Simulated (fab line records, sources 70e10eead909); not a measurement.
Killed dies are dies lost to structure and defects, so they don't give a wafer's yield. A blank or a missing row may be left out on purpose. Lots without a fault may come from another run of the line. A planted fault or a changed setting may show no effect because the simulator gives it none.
fab line records | flow nand_harc
record lots=24 wafers=72 last_day=34
route steps=1302 shown A_CONTACT@1045
lots that met no fault: from a run of the same line without faults
start_h: hours from the record's first day to the start of the lot's first wafer shown | wait_h: hours since the lot's step before | " the same as in the row above | L1.1+2: a row that stands for several wafers | - no value, or no start given | * or withheld: withheld | < > ~ a bound
route shown NAME@n: a module of which the file shows steps, and the number in the route of the first | usual: mean/standard deviation of fault-free wafers | same: alike in all rows | chamber/n: place in a boat | sites: the reading at each site | _std_site: their standard deviation | _edge_site: outer sites' mean less inner sites' | radius_mm: how far each site lies from the wafer's centre | mask NAME#n: copy n | behind: the tool/chamber that last shaped the wafer | hold: why the lot was held/for how many hours/how that ended | device: the transistor (n, p or np) that didn't switch | end of line: the same wafers' tests at the end of the route | a step without rows: its recipe alone | killed: dies lost to structure and defects at the first sort, not the wafer's yield | map: a wafer's dies, x killed, . not, _ none there
set.NAME: the setting as run; set.NAME@STEP: as run at that earlier step | model.NAME: the simulator's own value behind a step, which no gauge read
steps of the route over a sample of lots; a table a step, a row a wafer
services: from which hour (start_h, from the record's first day; less than 0 if before it) a tool's chamber was out of use, for how many hours, and why
## steps
# step NHARC_A_CONTACT_ETCH_77
# recipe target_depth_a=1089 time_s=54.5 cf4_flow_sccm=100 chf3_flow_sccm=30 ar_flow_sccm=0 rf_w=500 bias_w=200 chemistry=CF4/CHF3
# usual drypump_motor_current_A=5.7/0.34 oes_product_au=0.937/0.021 rf_vpp_V=369.7/2.4 showerhead_plenum_p_Torr=1.55/0.067 throttle_valve_pct=16.803/0.0094
# columns lot.wafer tool chamber start_h wait_h drypump_motor_current_A oes_product_au rf_hours_counter_h rf_vpp_V showerhead_plenum_p_Torr throttle_valve_pct
L074.3 rie_diel-03 1 - - 5.1 0.927 6 369.8 1.52 16.798
L074.6 " 1 " " 5.1 0.932 - 369.7 1.52 16.797
L074.5 " 2 " " 5.8 0.918 - 367.9 1.50 16.777
L076.1 rie_diel-03 3 - - 5.3 0.954 7 374.3 1.66 16.785
L076.3 " 0 " " 5.8 0.985 9 367.7 1.48 16.795
L076.4 " 2 " " 5.8 0.972 8 367.2 1.50 16.817
L075.4 rie_diel-12 0 - - 5.8 0.972 24 368.6 1.53 16.820
L075.2 " 2 " " 5.9 0.957 21 371.7 1.60 16.799
L075.5 " 0 " " 5.8 0.972 - 369.7 1.53 16.813
L077.1 rie_diel-03 3 - - 5.2 0.920 10 372.9 1.66 16.810
L077.4 " 1 " " 5.1 0.935 13 369.4 1.52 16.810
L077.5 " 3 " " 5.2 0.931 - 372.8 1.66 16.801
L080.3 rie_diel-03 3 - - 5.3 0.937 14 374.7 1.66 16.791
L080.2 " 0 " " 5.8 0.938 16 367.3 1.48 16.783
L080.4 " 2 " " 5.8 0.920 15 369.1 1.50 16.813
L079.3 rie_diel-12 2 - - 5.8 0.930 34 372.0 1.60 16.810
L079.4 " 3 " " 6.0 0.924 34 373.9 1.60 16.820
L079.1 " 0 " " 5.8 0.931 39 370.8 1.53 16.794
L078.2 rie_diel-03 1 - - 5.1 0.932 17 368.7 1.52 16.799
L078.3 " 2 " " 5.8 0.911 16 369.0 1.50 16.806
L078.4 " 3 " " 5.2 0.926 15 373.4 1.66 16.801
L081.3 rie_diel-03 1 - - 5.1 0.922 21 367.7 1.52 16.799
L081.6 " 2 " " 5.8 0.918 - 367.6 1.50 16.801
L081.5 " 3 " " 5.3 0.932 - 373.6 1.66 16.802
L082.4 rie_diel-03 3 - - 5.2 0.955 19 372.7 1.66 16.819
L082.1 " 0 " " 5.8 0.976 22 365.4 1.47 16.812
L082.6 " 2 " " 5.8 0.946 - 368.7 1.50 16.810
L083.4 rie_diel-03 3 - - 5.3 0.920 24 374.5 1.66 16.797
L083.3 " 2 " " 5.8 0.929 22 368.1 1.50 16.797
L083.6 " 0 " " 5.8 0.933 - 366.4 1.47 16.819
L084.2 rie_diel-12 1 - - 5.6 0.937 53 369.3 1.51 16.806
L084.1 " 2 " " 5.9 0.962 47 371.9 1.60 16.818
L084.6 " 0 " " 5.8 0.935 - 368.6 1.52 16.795
L085.1 rie_diel-03 3 - - 5.2 0.921 28 374.3 1.66 16.807
L085.4 " 0 " " 5.8 0.933 31 367.3 1.47 16.787
L085.5 " 3 " " 5.2 0.930 - 372.9 1.66 16.803
L087.1 rie_diel-08 0 - - 5.8 0.927 21 375.5 1.69 16.811
L087.5 " 1 " " 5.5 0.925 - 366.6 1.50 16.806
L087.6 " 2 " " 5.9 0.915 - 370.5 1.60 16.788
L086.1 rie_diel-08 2 - - 5.9 0.930 26 370.7 1.60 16.790
L086.3 " 3 " " 6.4 0.919 27 371.9 1.62 16.790
L086.4 " 1 " " 5.4 0.930 25 369.3 1.50 16.784
L089.3 rie_diel-12 0 - - 5.8 0.969 7 368.2 1.52 16.796
L089.1 " 1 " " 5.6 0.963 5 367.5 1.50 16.817
L089.6 " 3 " " 6.0 0.977 - 371.6 1.59 16.801
L088.1 rie_diel-12 3 - - 6.0 0.950 8 371.8 1.59 16.809
L088.6 " 3 " " 6.0 0.934 - 371.2 1.59 16.788
L088.5 " 0 " " 5.8 0.931 - 368.6 1.52 16.808
L090.2 rie_diel-03 1 - - 5.1 0.970 2 368.9 1.52 16.790
L090.5 " 1 " " 5.1 0.978 - 368.6 1.52 16.799
L090.6 " 0 " " 5.8 0.984 - 365.9 1.47 16.807
L091.2 rie_diel-03 2 - - 5.8 0.931 4 368.1 1.49 16.801
L091.3 " 0 " " 5.8 0.976 4 367.2 1.47 16.800
L091.5 " 2 " " 5.8 0.929 - 367.9 1.49 16.799
L092.3 rie_diel-08 3 - - 6.4 0.909 41 371.5 1.61 16.811
L092.2 " 2 " " 5.9 0.917 41 371.1 1.59 16.798
L092.5 " 3 " " 6.4 0.909 - 370.5 1.61 16.808
L093.2 rie_diel-03 2 - - 5.8 0.897 9 366.7 1.49 16.820
L093.4 " 0 " " 5.8 0.933 - 367.4 1.47 16.811
L093.5 " 1 " " 5.1 0.935 - 368.6 1.52 16.802
L094.2 rie_diel-08 3 - - 6.4 0.907 47 372.2 1.61 16.810
L094.3 " 1 " " 5.4 0.923 50 367.8 1.50 16.815
L094.5 " 3 " " 6.4 0.914 - 372.5 1.61 16.816
L095.4 rie_diel-12 0 - - 5.8 0.936 31 367.1 1.51 16.802
L095.3 " 2 " " 5.8 0.943 18 370.6 1.59 16.807
L095.6 " 0 " " 5.8 0.937 - 368.5 1.51 16.802
L096.3 rie_diel-03 2 - - 5.9 0.911 12 369.5 1.49 16.809
L096.1 " 0 " " 5.8 0.933 12 369.1 1.47 16.797
L096.4 " 2 " " 5.8 0.895 - 365.6 1.49 16.804
L097.1 rie_diel-03 1 - - 5.1 0.946 19 367.8 1.51 16.783
L097.4 " 1 " " 5.1 0.938 - 369.2 1.51 16.798
L097.5 " 1 " " 5.1 0.938 - 370.4 1.51 16.811
# step NHARC_A_CONTACT_ETCH_125
# recipe source_w=withheld pressure_mtorr=20 bias_v=3000 time_s=197 target_depth_a=19180 ar_flow_sccm=withheld c4f8_flow_sccm=withheld o2_flow_sccm=withheld chemistry=C4F8/O2/Ar
# columns lot.wafer tool chamber start_h wait_h rf_hours_counter_h
L074.3 har_cap_etch-02 0 501.20 0.2 -
L074.6 " 1 " " -
L074.5 " 0 " " -
L076.1 har_cap_etch-01 0 516.09 0.2 0
L076.3 " 0 " " -
L076.4 " 1 " " -
L075.2 har_cap_etch-02 1 517.40 0.2 90
L075.4 " 1 " " -
L075.5 " 0 " " -
L077.1 har_cap_etch-01 0 533.59 0.2 3
L077.4 " 1 " " -
L077.5 " 1 " " -
L080.2 har_cap_etch-02 1 548.05 0.2 95
L080.4 " 1 " " -
L080.3 " 0 " " -
L079.1 har_cap_etch-01 1 551.13 0.2 7
L079.4 " 0 " " -
L079.3 " 1 " " -
L078.2 har_cap_etch-03 1 551.29 0.2 52
L078.4 " 1 " " -
L078.3 " 0 " " -
L081.3 har_cap_etch-03 0 583.11 0.2 -
L081.6 " 1 " " -
L081.5 " 0 " " -
L082.1 har_cap_etch-02 1 585.19 0.2 101
L082.4 " 0 " " -
L082.6 " 1 " " -
L083.3 har_cap_etch-03 0 604.68 0.2 -
L083.4 " 1 " " -
L083.6 " 0 " " -
L084.1 har_cap_etch-03 0 611.46 0.2 60
L084.2 " 1 " " 60
L084.6 " 0 " " -
L085.1 har_cap_etch-03 1 622.04 0.2 62
L085.4 " 1 " " -
L085.5 " 1 " " -
L087.1 har_cap_etch-02 0 622.69 0.2 109
L087.6 " 0 " " -
L087.5 " 1 " " -
L086.1 har_cap_etch-01 1 634.61 0.2 22
L086.3 " 1 " " -
L086.4 " 0 " " -
L089.1 har_cap_etch-01 0 646.12 0.2 24
L089.3 " 0 " " -
L089.6 " 0 " " -
L088.1 har_cap_etch-03 1 646.98 0.2 67
L088.5 " 1 " " -
L088.6 " 0 " " -
L090.2 har_cap_etch-01 0 663.93 0.2 28
L090.6 " 0 " " -
L090.5 " 1 " " -
L092.2 har_cap_etch-03 0 681.29 0.2 73
L092.3 " 1 " " -
L092.5 " 0 " " -
L091.2 har_cap_etch-02 1 681.39 0.2 119
L091.3 " 0 " " -
L091.5 " 1 " " -
L093.2 har_cap_etch-03 0 697.05 0.2 76
L093.4 " 1 " " -
L093.5 " 0 " " -
L094.2 har_cap_etch-01 0 699.55 0.2 35
L094.3 " 0 " " -
L094.5 " 1 " " -
L095.3 har_cap_etch-03 1 713.37 0.2 -
L095.4 " 0 " " -
L095.6 " 1 " " -
L096.1 har_cap_etch-01 0 713.62 0.2 38
L096.4 " 1 " " -
L096.3 " 0 " " -
L097.1 har_cap_etch-01 1 759.74 0.2 43
L097.4 " 0 " " -
L097.5 " 1 " " -
# step NHARC_A_CONTACT_ETCH_129
# recipe source_w=withheld pressure_mtorr=20 bias_v=3000 time_s=197 target_depth_a=19180 ar_flow_sccm=withheld c4f8_flow_sccm=withheld o2_flow_sccm=withheld chemistry=C4F8/O2/Ar
# columns lot.wafer tool chamber start_h wait_h rf_hours_counter_h
L074.3 har_cap_etch-02 0 502.00 0.2 -
L074.6 " 1 " " -
L074.5 " 0 " " -
L076.1 har_cap_etch-01 0 516.79 0.1 1
L076.3 " 0 " " -
L076.4 " 1 " " -
L075.2 har_cap_etch-02 1 518.11 0.1 91
L075.4 " 1 " " -
L075.5 " 0 " " -
L077.1 har_cap_etch-01 0 534.29 0.1 4
L077.4 " 1 " " -
L077.5 " 1 " " -
L080.2 har_cap_etch-02 1 548.75 0.1 96
L080.4 " 1 " " -
L080.3 " 0 " " -
L079.1 har_cap_etch-01 1 551.83 0.1 8
L079.4 " 0 " " -
L079.3 " 1 " " -
L078.2 har_cap_etch-03 1 552.00 0.2 53
L078.4 " 1 " " -
L078.3 " 0 " " -
L081.3 har_cap_etch-03 0 583.81 0.1 -
L081.6 " 1 " " -
L081.5 " 0 " " -
L082.1 har_cap_etch-02 1 585.89 0.1 102
L082.4 " 0 " " -
L082.6 " 1 " " -
L083.3 har_cap_etch-03 0 605.39 0.1 -
L083.4 " 1 " " -
L083.6 " 0 " " -
L084.1 har_cap_etch-03 0 612.16 0.1 61
L084.2 " 1 " " 61
L084.6 " 0 " " -
L085.1 har_cap_etch-03 1 622.75 0.1 62
L085.4 " 1 " " -
L085.5 " 1 " " -
L087.1 har_cap_etch-02 0 623.40 0.1 109
L087.6 " 0 " " -
L087.5 " 1 " " -
L086.1 har_cap_etch-01 1 635.32 0.1 23
L086.3 " 1 " " -
L086.4 " 0 " " -
L089.1 har_cap_etch-01 0 646.83 0.1 25
L089.3 " 0 " " -
L089.6 " 0 " " -
L088.1 har_cap_etch-03 1 647.69 0.1 68
L088.5 " 1 " " -
L088.6 " 0 " " -
L090.2 har_cap_etch-01 0 664.64 0.1 29
L090.6 " 0 " " -
L090.5 " 1 " " -
L092.2 har_cap_etch-03 0 681.99 0.1 73
L092.3 " 1 " " -
L092.5 " 0 " " -
L091.2 har_cap_etch-02 1 682.09 0.1 120
L091.3 " 0 " " -
L091.5 " 1 " " -
L093.2 har_cap_etch-03 0 697.75 0.1 76
L093.4 " 1 " " -
L093.5 " 0 " " -
L094.2 har_cap_etch-01 0 700.25 0.1 35
L094.3 " 0 " " -
L094.5 " 1 " " -
L095.3 har_cap_etch-03 1 714.32 0.2 -
L095.4 " 0 " " -
L095.6 " 1 " " -
L096.1 har_cap_etch-01 0 714.32 0.1 39
L096.4 " 1 " " -
L096.3 " 0 " " -
L097.1 har_cap_etch-01 1 760.44 0.1 44
L097.4 " 0 " " -
L097.5 " 1 " " -
# step NHARC_A_CONTACT_CD_MEAS_08
# recipe target_cd_nm=200 landing_energy_ev=500
# usual cd_nm=200.2/0.63
# columns lot.wafer tool chamber start_h wait_h cd_nm
L074.3 cd_sem-01 0 507.52 - 200.9
L074.5 " 0 " " 199.8
L074.6 " 0 " " 200.6
L076.1 cd_sem-03 0 521.90 - 200.2
L076.3 " 0 " " 201.2
L076.4 " 0 " " 200.2
L075.2 cd_sem-01 0 523.25 - 200.5
L075.4 " 0 " " 199.7
L075.5 " 0 " " 200.4
L077.1 cd_sem-01 0 541.44 - 200.5
L077.4 " 0 " " 200.9
L077.5 " 0 " " 199.8
L080.2 cd_sem-01 0 554.58 - 200.2
L080.3 " 0 " " 200.6
L080.4 " 0 " " 199.6
L079.1 cd_sem-01 0 557.16 - 198.3
L079.3 " 0 " " 199.8
L079.4 " 0 " " 200.2
L078.2 cd_sem-02 0 557.86 - 200.0
L078.3 " 0 " " 199.2
L078.4 " 0 " " 200.4
L081.3 cd_sem-01 0 589.45 - 200.9
L081.5 " 0 " " 199.7
L081.6 " 0 " " 199.2
L082.1 cd_sem-01 0 590.98 - 200.2
L082.4 " 0 " " 200.5
L082.6 " 0 " " 199.8
L083.3 cd_sem-02 0 610.35 - 199.6
L083.4 " 0 " " 199.7
L083.6 " 0 " " 201.0
L084.1 cd_sem-02 0 621.78 - 200.5
L084.2 " 0 " " 199.1
L084.6 " 0 " " 200.4
L085.1 cd_sem-02 0 634.34 - 199.9
L085.4 " 0 " " 199.8
L085.5 " 0 " " 199.5
L087.1 cd_sem-03 0 635.19 - 200.9
L087.5 " 0 " " 201.6
L087.6 " 0 " " 200.5
L086.1 cd_sem-02 0 645.50 - 200.6
L086.3 " 0 " " 201.2
L086.4 " 0 " " 200.5
L089.1 cd_sem-01 0 653.97 - 199.6
L089.3 " 0 " " 199.7
L089.6 " 0 " " 199.3
L088.1 cd_sem-01 0 654.27 - 199.8
L088.5 " 0 " " 200.9
L088.6 " 0 " " 200.7
L090.2 cd_sem-02 0 671.53 - 200.1
L090.5 " 0 " " 200.4
L090.6 " 0 " " 200.0
L092.2 cd_sem-02 0 687.39 - 201.3
L092.3 " 0 " " 200.1
L092.5 " 0 " " 201.3
L091.2 cd_sem-01 0 688.89 - 199.9
L091.3 " 0 " " 200.5
L091.5 " 0 " " 201.0
L093.2 cd_sem-01 0 706.98 - 200.3
L093.4 " 0 " " 200.8
L093.5 " 0 " " 200.4
L094.2 cd_sem-01 0 707.93 - 200.2
L094.3 " 0 " " 200.1
L094.5 " 0 " " 200.2
L096.1 cd_sem-01 0 719.45 - 199.4
L096.3 " 0 " " 199.0
L096.4 " 0 " " 199.7
L095.3 cd_sem-01 0 720.03 - 199.2
L095.4 " 0 " " 199.8
L095.6 " 0 " " 200.3
L097.1 cd_sem-02 0 769.69 - 200.9
L097.4 " 0 " " 200.8
L097.5 " 0 " " 199.9
# step NHARC_A_CONTACT_ETCH_138
# recipe source_w=withheld pressure_mtorr=20 bias_v=1200 time_s=311 target_depth_a=19140 ar_flow_sccm=withheld c4f8_flow_sccm=withheld o2_flow_sccm=withheld chemistry=C4F8/O2/Ar
# columns lot.wafer tool chamber start_h wait_h rf_hours_counter_h
L074.3 har_cap_etch-03 1 509.92 0.2 -
L074.5 " 1 " " -
L074.6 " 0 " " -
L076.1 har_cap_etch-01 1 524.23 0.2 3
L076.3 " 1 " " -
L076.4 " 0 " " -
L075.2 har_cap_etch-02 0 525.59 0.2 93
L075.4 " 1 " " -
L075.5 " 0 " " -
L077.1 har_cap_etch-03 1 543.81 0.2 51
L077.4 " 0 " " -
L077.5 " 1 " " -
L080.2 har_cap_etch-02 1 556.94 0.2 98
L080.3 " 0 " " -
L080.4 " 1 " " -
L079.1 har_cap_etch-01 1 559.89 0.3 10
L079.3 " 0 " " -
L079.4 " 1 " " -
L078.2 har_cap_etch-03 1 560.29 0.2 55
L078.4 " 0 " " -
L078.3 " 1 " " -
L081.3 har_cap_etch-01 1 592.08 0.2 -
L081.5 " 1 " " -
L081.6 " 0 " " -
L082.1 har_cap_etch-03 1 593.52 0.2 58
L082.4 " 0 " " -
L082.6 " 0 " " -
L083.3 har_cap_etch-02 0 613.70 0.2 -
L083.4 " 1 " " -
L083.6 " 0 " " -
L084.1 har_cap_etch-01 0 624.10 0.2 22
L084.2 " 1 " " 22
L084.6 " 0 " " -
L085.1 har_cap_etch-03 1 636.97 0.2 67
L085.4 " 0 " " -
L085.5 " 0 " " -
L087.1 har_cap_etch-02 0 637.80 0.2 113
L087.6 " 0 " " -
L087.5 " 1 " " -
L086.1 har_cap_etch-02 1 647.87 0.2 115
L086.4 " 0 " " -
L086.3 " 1 " " -
L089.1 har_cap_etch-02 0 656.33 0.2 116
L089.3 " 1 " " -
L089.6 " 1 " " -
L088.1 har_cap_etch-03 0 657.07 0.2 70
L088.6 " 0 " " -
L088.5 " 1 " " -
L090.2 har_cap_etch-01 1 673.90 0.2 31
L090.5 " 0 " " -
L090.6 " 1 " " -
L092.2 har_cap_etch-03 1 689.75 0.2 75
L092.3 " 0 " " -
L092.5 " 1 " " -
L091.2 har_cap_etch-01 0 691.55 0.3 34
L091.3 " 0 " " -
L091.5 " 0 " " -
L093.2 har_cap_etch-01 1 709.54 0.2 37
L093.4 " 0 " " -
L093.5 " 0 " " -
L094.2 har_cap_etch-02 0 710.44 0.2 126
L094.3 " 0 " " -
L094.5 " 1 " " -
L096.1 har_cap_etch-02 0 722.46 0.2 127
L096.4 " 1 " " -
L096.3 " 0 " " -
L095.3 har_cap_etch-01 0 722.52 0.2 -
L095.4 " 1 " " -
L095.6 " 1 " " -
L097.1 har_cap_etch-01 1 773.95 0.2 50
L097.4 " 1 " " -
L097.5 " 1 " " -
# step NHARC_A_CONTACT_ETCH_92
# recipe target_depth_a=400 over_etch_frac=0.5 time_s=85.7 ion_energy_ev=120 ch3f_flow_sccm=50 o2_flow_sccm=30 ar_flow_sccm=200 rf_w=500 bias_w=100 chemistry=CH3F/O2
# usual drypump_motor_current_A=5.7/0.33 oes_product_au=0.95/0.036 rf_vpp_V=244.0/1.7 showerhead_plenum_p_Torr=2.43/0.11 throttle_valve_pct=20.664/0.0089
# columns lot.wafer tool chamber start_h wait_h drypump_motor_current_A oes_product_au rf_hours_counter_h rf_vpp_V showerhead_plenum_p_Torr throttle_valve_pct
L074.3 rie_diel-03 1 510.67 0.4 5.1 0.94 9 243.9 2.38 20.669
L074.6 " 0 " " 5.8 0.94 - 242.8 2.31 20.669
L074.5 " 1 " " 5.1 0.94 - 244.1 2.38 20.650
L076.4 rie_diel-08 1 525.06 0.4 5.5 0.94 51 241.9 2.36 20.669
L076.3 " 3 " " 6.4 0.94 45 245.0 2.54 20.652
L076.1 " 0 " " 5.8 0.92 48 242.8 2.27 20.662
L075.4 rie_diel-03 1 526.44 0.4 5.1 0.95 12 243.1 2.38 20.658
L075.2 " 2 " " 5.8 0.93 11 244.5 2.34 20.652
L075.5 " 0 " " 5.8 0.94 - 241.2 2.31 20.670
L077.1 rie_diel-08 3 544.60 0.5 6.3 1.00 51 245.9 2.54 20.680
L077.4 " 2 " " 5.9 1.00 52 244.1 2.51 20.677
L077.5 " 0 " " 5.8 0.99 - 241.3 2.27 20.665
L080.3 rie_diel-12 1 557.72 0.4 5.6 0.93 40 243.9 2.35 20.670
L080.2 " 2 " " 5.8 0.92 37 245.4 2.50 20.647
L080.4 " 0 " " 5.8 0.92 43 244.2 2.38 20.661
L079.4 rie_diel-08 0 560.84 0.4 5.8 1.02 2 246.6 2.66 20.662
L079.1 " 1 " " 5.4 1.02 2 242.1 2.36 20.669
L079.3 " 3 " " 6.4 0.99 2 244.6 2.54 20.655
L078.2 rie_diel-03 2 561.08 0.5 5.8 1.00 18 241.5 2.34 20.673
L078.3 " 3 " " 5.2 1.00 16 247.6 2.60 20.672
L078.4 " 0 " " 5.8 1.01 19 242.0 2.30 20.651
L081.3 rie_diel-08 2 592.82 0.4 5.9 1.00 10 244.6 2.50 20.660
L081.5 " 2 " " 5.9 1.01 - 244.4 2.50 20.648
L081.6 " 1 " " 5.4 1.00 - 243.3 2.35 20.661
L082.1 rie_diel-12 3 594.39 0.5 6.0 0.92 46 243.0 2.50 20.667
L082.4 " 0 " " 5.8 0.93 - 243.4 2.38 20.651
L082.6 " 3 " " 6.0 0.92 - 245.1 2.50 20.661
L083.3 rie_diel-08 3 614.47 0.5 6.4 0.98 17 244.5 2.53 20.662
L083.4 " 1 " " 5.5 1.01 - 242.6 2.35 20.659
L083.6 " 3 " " 6.4 0.98 - 245.2 2.53 20.668
L084.2 rie_diel-08 0 624.99 0.5 5.8 1.01 22 246.1 2.65 20.646
L084.1 " 2 " " 5.9 0.99 23 243.0 2.50 20.653
L084.6 " 3 " " 6.4 1.00 - 246.4 2.53 20.667
L085.4 rie_diel-08 0 637.76 0.4 5.8 0.94 29 248.2 2.65 20.663
L085.1 " 1 " " 5.5 0.91 27 242.5 2.35 20.666
L085.5 " 1 " " 5.4 0.92 - 242.7 2.35 20.680
L087.1 rie_diel-12 3 638.75 0.6 6.0 0.95 2 244.8 2.49 20.661
L087.5 " 0 " " 5.8 0.94 - 242.9 2.37 20.649
L087.6 " 1 " " 5.6 1.00 - 242.8 2.35 20.664
L086.3 rie_diel-08 2 648.67 0.4 5.9 0.92 32 244.4 2.49 20.657
L086.1 " 3 " " 6.4 0.90 34 245.1 2.53 20.660
L086.4 " 0 " " 5.8 0.94 36 247.0 2.65 20.660
L089.1 rie_diel-03 0 657.13 0.5 5.8 0.94 1 241.3 2.30 20.660
L089.3 " 2 " " 5.8 0.92 2 242.6 2.33 20.673
L089.6 " 0 " " 5.8 0.94 - 242.5 2.30 20.650
L088.1 rie_diel-03 2 657.95 0.6 5.7 0.90 2 242.4 2.33 20.674
L088.6 " 3 " " 5.3 0.92 - 247.4 2.59 20.659
L088.5 " 0 " " 5.8 0.94 - 242.9 2.30 20.679
L090.2 rie_diel-08 2 674.71 0.5 5.9 0.92 40 244.1 2.49 20.663
L090.6 " 1 " " 5.5 0.91 - 242.6 2.34 20.659
L090.5 " 2 " " 5.9 0.93 - 245.4 2.49 20.668
L092.3 rie_diel-12 3 690.53 0.4 6.0 0.92 25 245.1 2.48 20.666
L092.2 " 0 " " 5.8 0.94 26 242.9 2.36 20.651
L092.5 " 0 " " 5.8 0.92 - 243.8 2.36 20.666
L091.2 rie_diel-12 2 692.57 0.6 5.8 0.94 11 244.7 2.49 20.659
L091.3 " 1 " " 5.6 0.92 22 242.7 2.34 20.650
L091.5 " 3 " " 6.0 0.92 - 245.6 2.48 20.678
L093.2 rie_diel-03 1 710.32 0.5 5.1 0.94 12 244.0 2.37 20.659
L093.5 " 1 " " 5.1 0.95 - 243.8 2.37 20.672
L093.4 " 2 " " 5.7 0.89 - 242.4 2.33 20.662
L094.3 rie_diel-03 0 711.22 0.4 5.8 0.94 11 243.6 2.29 20.665
L094.2 " 1 " " 5.1 0.94 12 243.6 2.37 20.654
L094.5 " 0 " " 5.8 0.94 - 240.2 2.29 20.664
L096.1 rie_diel-03 2 723.24 0.5 5.8 0.90 15 243.3 2.33 20.658
L096.4 " 2 " " 5.8 0.90 - 244.3 2.33 20.671
L096.3 " 1 " " 5.1 0.93 - 242.9 2.37 20.663
L095.4 rie_diel-12 2 723.35 0.5 5.8 0.93 22 244.7 2.48 20.665
L095.3 " 3 " " 6.0 0.92 35 244.9 2.48 20.661
L095.6 " 1 " " 5.6 0.92 - 242.3 2.33 20.671
L097.4 rie_diel-08 1 774.77 0.4 5.4 0.93 17 242.4 2.33 20.641
L097.1 " 2 " " 5.9 0.92 16 244.2 2.48 20.662
L097.5 " 3 " " 6.4 0.92 - 244.4 2.51 20.659
## services
# columns tool chamber start_h hours kind
rie_diel-08 0 481.63 3.7 repair
rie_diel-03 3 483.34 3.1 repair
rie_diel-08 - 488.25 0.8 repair
har_cap_etch-01 - 497.00 17.0 pm
rie_diel-03 3 503.18 1.4 repair
rie_diel-12 1 544.04 2.3 repair
rie_diel-08 - 544.88 9.0 pm
rie_diel-12 2 582.04 17.2 repair
rie_diel-08 3 590.36 5.6 repair
rie_diel-03 - 600.39 0.8 repair
rie_diel-08 2 611.67 5.8 repair
har_cap_etch-03 - 615.56 0.6 repair
rie_diel-12 - 624.46 9.0 pm
rie_diel-12 1 633.81 3.7 repair
rie_diel-03 - 635.90 9.0 pm
rie_diel-12 2 638.94 16.7 repair
rie_diel-03 - 666.95 0.5 repair
rie_diel-08 1 678.67 1.2 repair
rie_diel-08 - 721.88 9.0 pm
rie_diel-12 0 751.22 3.8 repair
har_cap_etch-02 - 756.90 17.0 pm
rie_diel-08 3 757.29 2.8 repair
rie_diel-03 0 757.81 12.7 repair
rie_diel-12 0 759.35 3.4 repair
## key
fault none
